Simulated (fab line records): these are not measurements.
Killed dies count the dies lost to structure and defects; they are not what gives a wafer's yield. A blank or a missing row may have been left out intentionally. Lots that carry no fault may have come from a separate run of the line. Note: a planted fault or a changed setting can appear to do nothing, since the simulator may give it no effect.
fab line records	flow n5-finfet
[record] lots = 7	wafers = 39
route steps=1938 shown FIN_SAQP@96 DUMMY_GATE@250 HKMG_FIN@406
start-h: the number of hours between the record's first day and the start of the first shown wafer of the lot	wait-h: hours elapsed since this lot's preceding step	" the same as in the row above	L1.1+2: several wafers, shown together as one row	- no value, or no start given	* or withheld: withheld	< > ~ a bound
route shown NAME@n: NAME is a module with steps in the file, n the number in the route of the first one	usual: the fault-free wafers' mean and standard deviation	same: alike in all rows	chamber/n: place in a boat	sites: the reading at each site	_std_site: their standard deviation	_edge_site: the outer-site mean with the inner-site mean subtracted	radius-mm: for every site, how far away it sits from the centre of the wafer	mask NAME#n: copy n	behind: the most recent tool/chamber to have shaped the wafer	hold: what put the lot on hold/how long, in hours/how the hold closed	device: the n, p or np transistor that did not switch	end of line: the same wafers' tests at the end of the route	a step without rows: its recipe alone	killed: dies that structure and defects cost at the first sort, which is not the same as the wafer's yield	map: dies across one wafer; x = killed, . = not, _ = none there
set.NAME: the setting the step ran with; set.NAME@STEP: the setting that earlier step ran with	model.NAME: the simulator's own value behind a step, which no gauge read
lots with deliberately changed settings; one table per step, one row per wafer
[[steps]]
[step N5_FIN_SAQP_HM_DEP_03]
[recipe] material = SiNx	target-thk-a = 380	temp-c = 400	precursor = SiH4/NH3/N2	pressure-torr = 1.5	rf-w = 300	time-s = 33.6
lot.wafer	tool	chamber	start-h	wait-h	set.time-s	model.SiNx_of_FIN_SAQP_HM_DEP_03.thk-nm
L078.1	pecvd-01	0	47.66	0.2	33.6	38.25
L078.2	"	1	"	"	33.6	37.93
L078.3	"	1	"	"	33.6	38.97
L078.4	"	0	"	"	33.6	38.49
L078.5	"	1	"	"	33.6	38.53
L078.6	"	0	"	"	33.6	38.31
L080.1	pecvd-02	0	57.18	0.2	35.4	39.82
L080.2	"	2	"	"	33.6	37.72
L080.3	"	1	"	"	33.6	37.74
L080.4	"	2	"	"	35.4	41.31
L080.5	"	0	"	"	35.4	40.03
L080.6	"	1	"	"	33.6	38.18
L086.1	pecvd-01	1	95.69	0.2	33.6	37.92
L086.2	"	2	"	"	33.6	37.96
L086.3	"	0	"	"	30.42	34.25
L086.4	"	2	"	"	33.6	38.38
L086.5	"	1	"	"	30.42	34.98
L086.6	"	0	"	"	30.42	35.03
L089.1	pecvd-03	2	110.58	0.2	35.5	39.63
L089.2	"	0	"	"	35.5	39.88
L089.3	"	1	"	"	33.6	37.49
L089.4	"	2	"	"	33.6	38.6
L089.5	"	1	"	"	33.6	38.15
L089.6	"	0	"	"	35.5	41.03
L093.1	pecvd-02	1	147.30	0.2	33.6	37.96
L093.2	"	2	"	"	30.12	34.46
L093.3	"	0	"	"	33.6	37.44
L093.4	"	1	"	"	33.6	38.38
L093.5	"	0	"	"	30.12	34.04
L093.6	"	2	"	"	30.12	35.05
L094.1	pecvd-03	1	155.51	0.2	33.6	37.73
L094.2	"	0	"	"	33.6	37.39
L094.3	"	2	"	"	28.85	32.47
L094.4	"	2	"	"	28.85	33.09
L094.5	"	0	"	"	33.6	38.12
L094.6	"	1	"	"	28.85	32.67
L095.3	pecvd-02	2	156.16	0.1	33.6	37.42
L095.5	"	1	"	"	33.6	38.01
L095.6	"	2	"	"	33.6	38.33
[step N5_FIN_SAQP_THK_MEAS_05]
[usual] thk-nm = 38.1/0.47
lot.wafer	tool	chamber	start-h	wait-h	set.time-s@FIN_SAQP_HM_DEP_03	thk-nm
L078.1	film-metro-02	-	47.78	0.1	33.6	38.2
L078.2	"	-	"	"	33.6	37.9
L078.3	"	-	"	"	33.6	38.9
L078.4	"	-	"	"	33.6	38.5
L078.5	"	-	"	"	33.6	38.5
L078.6	"	-	"	"	33.6	38.3
L080.1	film-metro-02	-	57.27	0.1	35.4	39.8
L080.2	"	-	"	"	33.6	37.7
L080.3	"	-	"	"	33.6	37.8
L080.4	"	-	"	"	35.4	41.3
L080.5	"	-	"	"	35.4	40.1
L080.6	"	-	"	"	33.6	38.2
L086.1	film-metro-01	-	95.78	0.1	33.6	38.0
L086.2	"	-	"	"	33.6	37.9
L086.3	"	-	"	"	30.42	34.3
L086.4	"	-	"	"	33.6	38.4
L086.5	"	-	"	"	30.42	35.1
L086.6	"	-	"	"	30.42	35.0
L089.1	film-metro-01	-	110.67	0.1	35.5	39.6
L089.2	"	-	"	"	35.5	39.9
L089.3	"	-	"	"	33.6	37.5
L089.4	"	-	"	"	33.6	38.6
L089.5	"	-	"	"	33.6	38.1
L089.6	"	-	"	"	35.5	41.0
L093.1	film-metro-02	-	147.38	0.1	33.6	38.0
L093.2	"	-	"	"	30.12	34.4
L093.3	"	-	"	"	33.6	37.4
L093.4	"	-	"	"	33.6	38.3
L093.5	"	-	"	"	30.12	34.1
L093.6	"	-	"	"	30.12	35.0
L094.1	film-metro-01	-	155.60	0.1	33.6	37.7
L094.2	"	-	"	"	33.6	37.4
L094.3	"	-	"	"	28.85	32.5
L094.4	"	-	"	"	28.85	33.1
L094.5	"	-	"	"	33.6	38.1
L094.6	"	-	"	"	28.85	32.6
L095.3	film-metro-01	-	156.26	0.1	33.6	37.4
L095.5	"	-	"	"	33.6	38.0
L095.6	"	-	"	"	33.6	38.3
[step N5_FIN_SAQP_ETCH_52]
[recipe] chemistry = N2/H2	target = SOC	target-depth-a = 1000	overetch-a = 200	mask-material = SiARC	temp-c = 40	time-s = 150	ion-energy-ev = 200	pressure-mtorr = 30	source-w = 840	bias-w = 150	n2-flow-sccm = 200	h2-flow-sccm = 200	ends = end-point
[usual] rf-vpp-V = 524.7/1.6
lot.wafer	tool	chamber	start-h	wait-h	set.source-w	rf-vpp-V	model.SiARC_of_FIN_SAQP_COAT_50.thk-nm
L078.1	rie-diel-05	2	48.73	0.0	840	523.1	29.16
L078.2	"	3	"	"	884.6	520.5	29.09
L078.3	"	0	"	"	840	524.1	29.14
L078.4	"	2	"	"	884.6	515.0	29.07
L078.5	"	0	"	"	840	525.0	29.15
L078.6	"	3	"	"	884.6	518.5	29.1
L080.1	rie-diel-02	2	58.16	0.0	955.7	503.6	28.47
L080.2	"	3	"	"	955.7	504.1	28.56
L080.3	"	1	"	"	840	524.3	29.06
L080.4	"	0	"	"	840	525.2	29.08
L080.5	"	2	"	"	955.7	501.4	28.48
L080.6	"	3	"	"	840	526.8	29.11
L086.1	rie-diel-02	3	96.53	0.0	840	525.0	28.99
L086.2	"	1	"	"	970.4	498.3	28.34
L086.3	"	2	"	"	970.4	498.4	28.43
L086.4	"	0	"	"	840	525.4	29.02
L086.5	"	3	"	"	970.4	502.8	28.58
L086.6	"	2	"	"	840	523.2	28.9
L089.1	rie-diel-02	1	111.61	0.0	840	523.7	28.97
L089.2	"	0	"	"	840	523.3	29.09
L089.3	"	3	"	"	840	524.3	29.16
L089.4	"	2	"	"	840	525.1	28.94
L089.5	"	1	"	"	840	523.3	28.98
L089.6	"	2	"	"	840	523.8	29.14
L093.1	rie-diel-05	3	149.67	0.0	795.8	536.0	29.37
L093.2	"	2	"	"	840	522.7	29.04
L093.3	"	0	"	"	795.8	532.6	29.35
L093.4	"	1	"	"	840	523.2	28.94
L093.5	"	3	"	"	795.8	536.2	29.24
L093.6	"	0	"	"	840	524.4	29.07
L094.1	rie-diel-02	2	156.71	0.0	791	534.4	29.18
L094.2	"	3	"	"	840	526.4	29.15
L094.3	"	0	"	"	791	534.8	29.31
L094.4	"	1	"	"	840	524.9	29.1
L094.5	"	1	"	"	791	535.1	29.21
L094.6	"	0	"	"	840	525.4	29.22
L095.3	rie-diel-05	1	157.47	0.0	840	522.9	29.04
L095.5	"	1	"	"	840	522.6	29.05
L095.6	"	0	"	"	840	524.6	29.33
[step N5_FIN_SAQP_STRIP_53]
[recipe] chemistry = N2/H2	temp-c = 40	n2-flow-sccm = 200	h2-flow-sccm = 200	rf-frequency-hz = 6e+07
[step N5_FIN_SAQP_HM_OPEN_73]
[recipe] chemistry = CHF3/O2	target = SiO2	stop-on = a-Si	target-depth-a = 120	over-etch-frac = 1.8	mask-material = SOC	time-s = 16.8	pressure-mtorr = 30	source-w = 650	bias-w = 170	Ar_flow_sccm = 200	CHF3_flow_sccm = 50	O2_flow_sccm = 5	ion-energy-ev = 200	ends = end-point
[step N5_FIN_SAQP_SPACER2_ALD_28]
[recipe] material = SiO2	target-thk-a = 81	temp-c = 300	ald-precursor-family = BDEAS	ald-co-reactant = O2-plasma	pulse-time-s = 1	purge-time-s = 2	co-reactant-purge-time-s = 2	pressure-torr = 2
[step N5_FIN_SAQP_SPACER2_ETCHBACK_29]
[recipe] chemistry = CHF3/O2	mode = anisotropic-etchback	target = SiO2	target-depth-a = 122	time-s = 6.1	pressure-mtorr = 30	source-w = 650	bias-w = 170	Ar_flow_sccm = 200	CHF3_flow_sccm = 50	O2_flow_sccm = 5	ion-energy-ev = 200
[step N5_FIN_SAQP_MANDREL2_REMOVE_60]
[recipe] chemistry = HBr/Cl2/O2	bt-time-s = 10	target = a-Si	stop-on = SiNx	endpoint = OES-SiCl	over-etch-frac = 1	icp-w = 600	bias-w = 22	HBr_flow_sccm = 150	Cl2_flow_sccm = 80	O2_flow_sccm = 5	pressure-mtorr = 10
lot.wafer	tool	chamber	start-h	wait-h	set.time-s@FIN_SAQP_HM_DEP_03	model.SiNx_of_FIN_SAQP_HM_DEP_03.thk-nm
L078.1+6	rie-si-01	0,1	52.14	0.1	33.6	37.6
L078.2	"	1	"	"	33.6	37.4
L078.3	"	3	"	"	33.6	38.4
L078.4	"	2	"	"	33.6	37.8
L078.5	"	0	"	"	33.6	38
L080.1	rie-si-02	0	61.60	0.1	35.4	39.2
L080.2	"	2	"	"	33.6	37
L080.3	"	3	"	"	33.6	37.2
L080.4	"	1	"	"	35.4	40.6
L080.5	"	1	"	"	35.4	39.4
L080.6	"	0	"	"	33.6	37.6
L086.1	rie-si-02	0	101.35	0.1	33.6	37.2
L086.2	"	3	"	"	33.6	37.4
L086.3	"	2	"	"	30.42	33.6
L086.4	"	1	"	"	33.6	37.8
L086.5+6	"	2,3	"	"	30.42	34.4
L089.1	rie-si-01	1	115.85	0.1	35.5	39
L089.2	"	2	"	"	35.5	39.2
L089.3	"	3	"	"	33.6	36.8
L089.4	"	0	"	"	33.6	38
L089.5	"	1	"	"	33.6	37.6
L089.6	"	2	"	"	35.5	40.4
L093.1	rie-si-02	0	153.57	0.1	33.6	37.2
L093.2	"	3	"	"	30.12	33.8
L093.3	"	1	"	"	33.6	36.8
L093.4	"	2	"	"	33.6	37.8
L093.5	"	3	"	"	30.12	33.4
L093.6	"	2	"	"	30.12	34.4
L094.1	rie-si-02	1	161.53	0.1	33.6	37
L094.2	"	3	"	"	33.6	36.8
L094.3	"	0	"	"	28.85	31.8
L094.4	"	2	"	"	28.85	32.4
L094.5	"	2	"	"	33.6	37.4
L094.6	"	1	"	"	28.85	32
L095.3	rie-si-03	0	163.12	0.1	33.6	36.8
L095.5	"	0	"	"	33.6	37.2
L095.6	"	3	"	"	33.6	37.6
[step N5_FIN_SAQP_HM_OPEN_33]
[recipe] chemistry = CH3F/O2	target = SiNx	mask-material = SiO2	target-depth-a = 494	time-s = 70.6	pressure-mtorr = 30	source-w = 395	bias-w = 73	Ar_flow_sccm = 150	CH3F_flow_sccm = 30	O2_flow_sccm = 20	ion-energy-ev = 120	ends = cleared
[usual] etch-rf-on-time-s = 69.2/1.1
lot.wafer	tool	chamber	start-h	wait-h	set.time-s@FIN_SAQP_HM_DEP_03	etch-rf-on-time-s	model.etch.depth-nm
L078.1	rie-diel-02	1	52.31	0.0	33.6	69.6	37.62
L078.2	"	3	"	"	33.6	68.9	37.31
L078.3	"	2	"	"	33.6	70.6	38.34
L078.4	"	0	"	"	33.6	69.8	37.86
L078.5	"	0	"	"	33.6	69.6	37.9
L078.6	"	3	"	"	33.6	69.2	37.68
L080.1	rie-diel-04	1	61.75	0.0	35.4	73.1	39.19
L080.2	"	0	"	"	33.6	68.7	37.09
L080.3	"	2	"	"	33.6	68.3	37.11
L080.4	"	3	"	"	35.4	76.8	40.68
L080.5	"	3	"	"	35.4	74.0	39.4
L080.6	"	2	"	"	33.6	69.6	37.54
L086.1	rie-diel-05	1	101.51	0.0	33.6	68.4	37.29
L086.2	"	2	"	"	33.6	68.9	37.33
L086.3	"	0	"	"	30.42	62.0	33.62
L086.4	"	3	"	"	33.6	70.7	37.75
L086.5	"	3	"	"	30.42	63.5	34.35
L086.6	"	2	"	"	30.42	64.3	34.41
L089.1	rie-diel-04	2	116.01	0.0	35.5	71.3	39.01
L089.2	"	0	"	"	35.5	72.1	39.26
L089.3	"	3	"	"	33.6	68.2	36.77
L089.4	"	1	"	"	33.6	69.4	37.95
L089.5	"	0	"	"	33.6	68.6	37.51
L089.6	"	3	"	"	35.5	75.0	40.4
L093.1	rie-diel-02	0	153.79	0.1	33.6	68.5	37.24
L093.2	"	1	"	"	30.12	62.0	33.82
L093.3	"	2	"	"	33.6	67.8	36.82
L093.4	"	3	"	"	33.6	70.5	37.75
L093.5	"	2	"	"	30.12	61.5	33.41
L093.6	"	1	"	"	30.12	64.2	34.33
L094.1	rie-diel-05	2	161.69	0.0	33.6	68.8	37.1
L094.2	"	0	"	"	33.6	67.6	36.76
L094.3	"	1	"	"	28.85	58.2	31.75
L094.4	"	3	"	"	28.85	60.2	32.45
L094.5	"	2	"	"	33.6	69.8	37.49
L094.6	"	1	"	"	28.85	58.3	31.95
L095.3	rie-diel-02	3	163.35	0.1	33.6	68.2	36.79
L095.5	"	1	"	"	33.6	68.6	37.28
L095.6	"	2	"	"	33.6	69.9	37.69
[step N5_FIN_SAQP_ETCH_34]
[recipe] chemistry = C4F6/O2	target = SiO2	target-depth-a = 450	time-s = 15	ion-energy-ev = 250	pressure-mtorr = 30	source-w = 345	bias-w = 185	Ar_flow_sccm = 300	C4F6_flow_sccm = 10	O2_flow_sccm = 10	ends = cleared
[step N5_FIN_SAQP_STRIP_77]
[recipe] chemistry = N2/H2	time-s = 90	power-w = 100	temp-c = 40	pressure-mtorr = 100	rf-frequency-hz = 6e+07	bias-power-w = 3	n2-flow-sccm = 300	h2-flow-sccm = 300
[step N5_FIN_SAQP_ETCH_64]
[recipe] chemistry = CF4	target = SiO2	target-depth-a = 15	ion-energy-ev = 350	pressure-mtorr = 10	icp-w = 800	bias-w = 400	cf4-flow-sccm = 80
[step N5_FIN_SAQP_FIN_ETCH_36]
[recipe] chemistry = HBr/Cl2/O2	target-depth-a = 1200	mask-material = SiNx	time-s = 50.4	bias-w = 102	pressure-mtorr = 10	icp-w = 800	HBr_flow_sccm = 150	Cl2_flow_sccm = 80	O2_flow_sccm = 12
lot.wafer	tool	chamber	start-h	wait-h	set.time-s@FIN_SAQP_HM_DEP_03	model.SiNx_of_FIN_SAQP_HM_DEP_03.thk-nm
L078.1	rie-si-02	0	52.59	0.0	33.6	21.4
L078.2	"	3	"	"	33.6	21.2
L078.3	"	2	"	"	33.6	22.2
L078.4+5	"	1,2	"	"	33.6	21.8
L078.6	"	3	"	"	33.6	21.6
L080.1	rie-si-03	0	62.04	0.0	35.4	23
L080.2+3	"	3,2	"	"	33.6	21
L080.4	"	1	"	"	35.4	24.4
L080.5	"	2	"	"	35.4	23.4
L080.6	"	1	"	"	33.6	21.2
L086.1+2	rie-si-02	1,2	101.80	0.0	33.6	21.2
L086.3	"	3	"	"	30.42	17.2
L086.4	"	0	"	"	33.6	21.6
L086.5+6	"	3,0	"	"	30.42	18
L089.1	rie-si-02	3	116.30	0.0	35.5	22.8
L089.2	"	2	"	"	35.5	23.2
L089.3	"	0	"	"	33.6	20.6
L089.4	"	1	"	"	33.6	21.8
L089.5	"	3	"	"	33.6	21.4
L089.6	"	2	"	"	35.5	24.4
L093.1	rie-si-03	3	154.07	0.0	33.6	21.2
L093.2	"	0	"	"	30.12	17.6
L093.3	"	2	"	"	33.6	20.8
L093.4	"	1	"	"	33.6	21.6
L093.5	"	1	"	"	30.12	17.2
L093.6	"	0	"	"	30.12	18.2
L094.1	rie-si-03	3	161.98	0.0	33.6	21
L094.2	"	0	"	"	33.6	20.6
L094.3	"	1	"	"	28.85	15.4
L094.4	"	2	"	"	28.85	16.4
L094.5	"	1	"	"	33.6	21.2
L094.6	"	2	"	"	28.85	15.8
L095.3	rie-si-03	1	163.63	0.0	33.6	20.4
L095.5	"	3	"	"	33.6	21.2
L095.6	"	0	"	"	33.6	21.4
[step N5_DUMMY_GATE_ETCH_42]
[recipe] chemistry = CHF3/O2	target = SiO2	target-depth-a = 35	time-s = 31	ion-energy-ev = 30	bias-w = 12	pressure-mtorr = 30	source-w = 600	Ar_flow_sccm = 200	CHF3_flow_sccm = 50	O2_flow_sccm = 5
[usual] rf-vpp-V = 42.6/0.91
lot.wafer	tool	chamber	start-h	wait-h	set.bias-w	rf-vpp-V	model.etch.depth-nm
L078.1	rie-diel-01	0	72.86	0.0	12	43.2	3.503
L078.2	"	3	"	"	10.96	39.7	3.458
L078.3	"	2	"	"	12	41.8	3.515
L078.4	"	1	"	"	10.96	40.0	3.465
L078.5	"	1	"	"	10.96	40.6	3.455
L078.6	"	2	"	"	12	41.8	3.498
L080.1	rie-diel-03	3	82.30	0.1	12	42.3	3.497
L080.2	"	0	"	"	13.27	45.6	3.5
L080.3	"	2	"	"	13.27	47.5	3.491
L080.4	"	2	"	"	12	42.4	3.446
L080.5	"	3	"	"	13.27	44.3	3.514
L080.6	"	0	"	"	12	42.7	3.422
L086.1	rie-diel-03	2	122.29	0.0	10.32	38.6	3.368
L086.2	"	3	"	"	12	42.9	3.539
L086.3	"	1	"	"	10.32	37.4	3.438
L086.4	"	0	"	"	10.32	37.9	3.386
L086.5	"	2	"	"	12	42.9	3.469
L086.6	"	1	"	"	12	42.4	3.497
L089.1	rie-diel-06	2	145.21	0.1	13.74	46.1	3.579
L089.2	"	1	"	"	13.74	47.3	3.542
L089.3	"	0	"	"	12	43.3	3.479
L089.4	"	3	"	"	13.74	46.8	3.558
L089.5	"	1	"	"	12	42.7	3.449
L089.6	"	2	"	"	12	42.4	3.507
L093.1	rie-diel-01	1	176.15	0.0	10.05	37.6	3.419
L093.2	"	0	"	"	10.05	38.0	3.427
L093.3	"	3	"	"	10.05	37.7	3.47
L093.4	"	2	"	"	12	44.4	3.589
L093.5	"	3	"	"	12	42.3	3.578
L093.6	"	2	"	"	12	44.6	3.575
L095.3	rie-diel-03	3	184.41	0.1	12	41.4	3.537
L095.5	"	0	"	"	12	41.5	3.469
L095.6	"	2	"	"	12	43.7	3.482
L094.1	rie-diel-03	2	187.57	0.1	12	42.8	3.43
L094.2	"	3	"	"	12	42.2	3.495
L094.3	"	0	"	"	12	43.1	3.422
L094.4	"	3	"	"	12	42.8	3.462
L094.5	"	2	"	"	12	42.2	3.425
L094.6	"	0	"	"	12	43.9	3.462
[step N5_HKMG_FIN_ETCH_58]
[recipe] chemistry = N2/H2	target = SOC	target-depth-a = 2158	ion-energy-ev = 50	bias-w = 13	time-s = 741	pressure-mtorr = 30	source-w = 875	n2-flow-sccm = 200	h2-flow-sccm = 200
[usual] rf-vpp-V = 99.2/0.81
lot.wafer	tool	chamber	start-h	wait-h	set.source-w	rf-vpp-V	model.SOC_of_HKMG_FIN_COAT_41.thk-nm	model.etch.depth-nm	model.HKMG_FIN.feature-depth-nm
L078.1	rie-diel-04	0	96.60	0.0	875	98.0	82.4	217.3	217.4
L078.2	"	1	"	"	875	98.6	85.4	215.4	215.4
L078.3	"	2	"	"	875	100.1	80.2	219.7	219.8
L078.4	"	3	"	"	875	98.4	86.4	213.5	213.6
L078.5	"	1	"	"	875	99.1	86.4	214.3	214.2
L078.6	"	0	"	"	875	99.3	83.6	216.1	216.2
L080.1	rie-diel-04	3	106.83	0.0	764.4	103.6	108.4	191.2	191.2
L080.2	"	2	"	"	764.4	105.3	105.8	193.5	193.4
L080.3	"	1	"	"	875	98.4	87.8	212.3	212.2
L080.4	"	0	"	"	875	99.5	82.6	216.7	216.6
L080.5	"	0	"	"	875	99.9	84.4	215	215
L080.6	"	3	"	"	764.4	103.6	109.6	190.5	190.4
L086.1	rie-diel-04	3	161.03	0.0	875	99.0	87.2	212.3	212.2
L086.2	"	2	"	"	998.5	94.5	58.8	241.4	241.4
L086.3	"	0	"	"	998.5	93.3	63	237.3	237.2
L086.4	"	0	"	"	998.5	94.9	61.6	238.2	238.2
L086.5	"	3	"	"	875	100.1	88.2	211.1	211
L086.6	"	2	"	"	875	98.6	84.6	215.3	215.2
L089.1	rie-diel-04	0	173.72	0.0	875	99.5	81.6	217.3	217.4
L089.2	"	3	"	"	1023	95.4	51.2	247.7	247.8
L089.3	"	1	"	"	875	99.7	83.4	216.2	216.2
L089.4	"	2	"	"	1023	93.8	48.2	250.7	250.8
L089.5	"	2	"	"	1023	92.8	48.2	250.2	250.2
L089.6	"	1	"	"	875	98.7	81.8	216.9	216.8
L093.1	rie-diel-05	2	200.77	0.0	875	99.0	84.6	214.5	214.4
L093.2	"	3	"	"	815.7	101.8	98.2	202.6	202.6
L093.3	"	0	"	"	815.7	101.2	95.6	205.1	205
L093.4	"	1	"	"	875	99.8	84.2	216.8	216.8
L093.5	"	0	"	"	815.7	101.1	97.4	203.2	203.2
L093.6	"	1	"	"	875	99.6	82	218.7	218.6
L095.3	rie-diel-05	3	208.63	0.0	875	99.8	87.2	212.7	212.8
L095.5	"	2	"	"	875	98.8	84.2	216.5	216.4
L095.6	"	1	"	"	875	99.7	83.6	217	217
L094.1	rie-diel-05	1	214.89	0.0	875	99.3	81.6	218.4	218.4
L094.2	"	3	"	"	875	99.6	86.4	213.1	213
L094.3	"	2	"	"	875	99.3	83.6	216.3	216.4
L094.4	"	0	"	"	875	98.9	82	218.6	218.6
L094.5	"	1	"	"	875	99.4	80.4	219.4	219.4
L094.6	"	0	"	"	875	97.6	83.2	215.8	215.8
[step N5_HKMG_FIN_ETCH_35]
[recipe] chemistry = N2/H2	target = SOC	target-depth-a = 2158	ion-energy-ev = 65	bias-w = 5	source-w = 3000	time-s = 243.4	pressure-mtorr = 30	n2-flow-sccm = 200	h2-flow-sccm = 200
lot.wafer	tool	chamber	start-h	wait-h	set.time-s	model.HKMG_FIN.feature-depth-nm	model.etch.depth-nm	model.SOC_of_HKMG_FIN_COAT_29.thk-nm
L078.1	rie-diel-05	3	99.84	0.0	202.8	179.2	179.2	121.8
L078.2	"	0	"	"	202.8	182.4	182.4	118.8
L078.3	"	2	"	"	202.8	182.2	182.2	118.4
L078.4	"	1	"	"	243.4	216.8	216.8	84
L078.5	"	1	"	"	243.4	219	219	82
L078.6	"	0	"	"	243.4	218.2	218.2	83.2
L080.1	rie-diel-04	3	110.35	0.0	243.4	211	211	89.2
L080.2	"	0	"	"	243.4	214.6	214.6	86.2
L080.3	"	1	"	"	243.4	212.4	212.4	87.6
L080.4	"	2	"	"	243.4	217.2	217.3	82
L080.5	"	0	"	"	243.4	214.6	214.5	85.8
L080.6	"	3	"	"	243.4	212.4	212.3	88
L086.1	rie-diel-04	2	164.95	0.0	243.4	220.2	220.2	79
L086.2	"	0	"	"	243.4	214	213.9	85.8
L086.3	"	3	"	"	243.4	216.4	216.5	83.2
L086.4	"	1	"	"	243.4	215.4	215.4	84.6
L086.5	"	1	"	"	243.4	212	211.9	88.2
L086.6	"	0	"	"	243.4	216	216	83.4
L089.1	rie-diel-02	1	177.29	0.0	243.4	217.4	217.3	83.2
L089.2	"	0	"	"	243.4	216.6	216.5	84
L089.3	"	3	"	"	243.4	213.6	213.6	87
L089.4	"	2	"	"	243.4	218.4	218.4	80.8
L089.5	"	2	"	"	243.4	215.6	215.6	84
L089.6	"	1	"	"	243.4	216.4	216.4	84
L093.1	rie-diel-05	2	204.36	0.0	243.4	215.8	215.7	83.8
L093.2	"	3	"	"	287.2	252.8	252.8	47.4
L093.3	"	1	"	"	243.4	218.8	218.8	79.4
L093.4	"	0	"	"	243.4	215.8	215.7	83.4
L093.5	"	2	"	"	287.2	252.4	252.3	46.4
L093.6	"	1	"	"	287.2	256.8	256.9	43.8
L095.3	rie-diel-05	3	212.86	0.0	243.4	213.8	213.8	86.2
L095.5	"	3	"	"	243.4	212.6	212.6	87.8
L095.6	"	2	"	"	243.4	216.8	216.9	82.8
L094.1	rie-diel-05	2	218.57	0.0	243.4	215.2	215.2	83.2
L094.2	"	3	"	"	243.4	212.2	212.3	86.6
L094.3	"	0	"	"	243.4	215.2	215.2	84.4
L094.4	"	0	"	"	243.4	215.4	215.5	84.2
L094.5	"	2	"	"	243.4	216.6	216.6	83.2
L094.6	"	3	"	"	243.4	213.8	213.9	85.6
[[key]]
[split] step = N5_FIN_SAQP_HM_DEP_03	setting = time-s	stated = 33.6	by = wafer
[response] step = N5_FIN_SAQP_HM_DEP_03	reading = model.SiNx_of_FIN_SAQP_HM_DEP_03.thk-nm	change = +0.356	per = 1%	r = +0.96
[response] step = N5_FIN_SAQP_THK_MEAS_05	reading = thk-nm	change = *	per = 1%	r = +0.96
[response] step = N5_FIN_SAQP_MANDREL2_REMOVE_60	reading = model.SiNx_of_FIN_SAQP_HM_DEP_03.thk-nm	change = +0.355	per = 1%	r = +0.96
[response] step = N5_FIN_SAQP_HM_OPEN_33	reading = etch-rf-on-time-s	change = *	per = 1%	r = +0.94
[response] step = N5_FIN_SAQP_HM_OPEN_33	reading = model.etch.depth-nm	change = +0.359	per = 1%	r = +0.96
[response] step = N5_FIN_SAQP_FIN_ETCH_36	reading = model.SiNx_of_FIN_SAQP_HM_DEP_03.thk-nm	change = +0.368	per = 1%	r = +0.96
[split] step = N5_FIN_SAQP_ETCH_52	setting = source-w	stated = 840	by = wafer
[response] step = N5_FIN_SAQP_ETCH_52	reading = rf-vpp-V	change = -1.61	per = 1%	r = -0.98
[response] step = N5_FIN_SAQP_ETCH_52	reading = model.SiARC_of_FIN_SAQP_COAT_50.thk-nm	change = -0.0355	per = 1%	r = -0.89
[split] step = N5_DUMMY_GATE_ETCH_42	setting = bias-w	stated = 12	by = wafer
[response] step = N5_DUMMY_GATE_ETCH_42	reading = rf-vpp-V	change = +0.32	per = 1%	r = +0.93
[response] step = N5_DUMMY_GATE_ETCH_42	reading = model.etch.depth-nm	change = +0.00682	per = 1%	r = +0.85
[split] step = N5_HKMG_FIN_ETCH_58	setting = source-w	stated = 875	by = wafer
[response] step = N5_HKMG_FIN_ETCH_58	reading = rf-vpp-V	change = -0.34	per = 1%	r = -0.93
[response] step = N5_HKMG_FIN_ETCH_58	reading = model.SOC_of_HKMG_FIN_COAT_41.thk-nm	change = -1.88	per = 1%	r = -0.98
[response] step = N5_HKMG_FIN_ETCH_58	reading = model.etch.depth-nm	change = +1.88	per = 1%	r = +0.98
[response] step = N5_HKMG_FIN_ETCH_58	reading = model.HKMG_FIN.feature-depth-nm	change = +1.88	per = 1%	r = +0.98
[split] step = N5_HKMG_FIN_ETCH_35	setting = time-s	stated = 243.4	by = wafer
[response] step = N5_HKMG_FIN_ETCH_35	reading = model.HKMG_FIN.feature-depth-nm	change = +2.13	per = 1%	r = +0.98
[response] step = N5_HKMG_FIN_ETCH_35	reading = model.etch.depth-nm	change = +2.13	per = 1%	r = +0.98
[response] step = N5_HKMG_FIN_ETCH_35	reading = model.SOC_of_HKMG_FIN_COAT_29.thk-nm	change = -2.1	per = 1%	r = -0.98
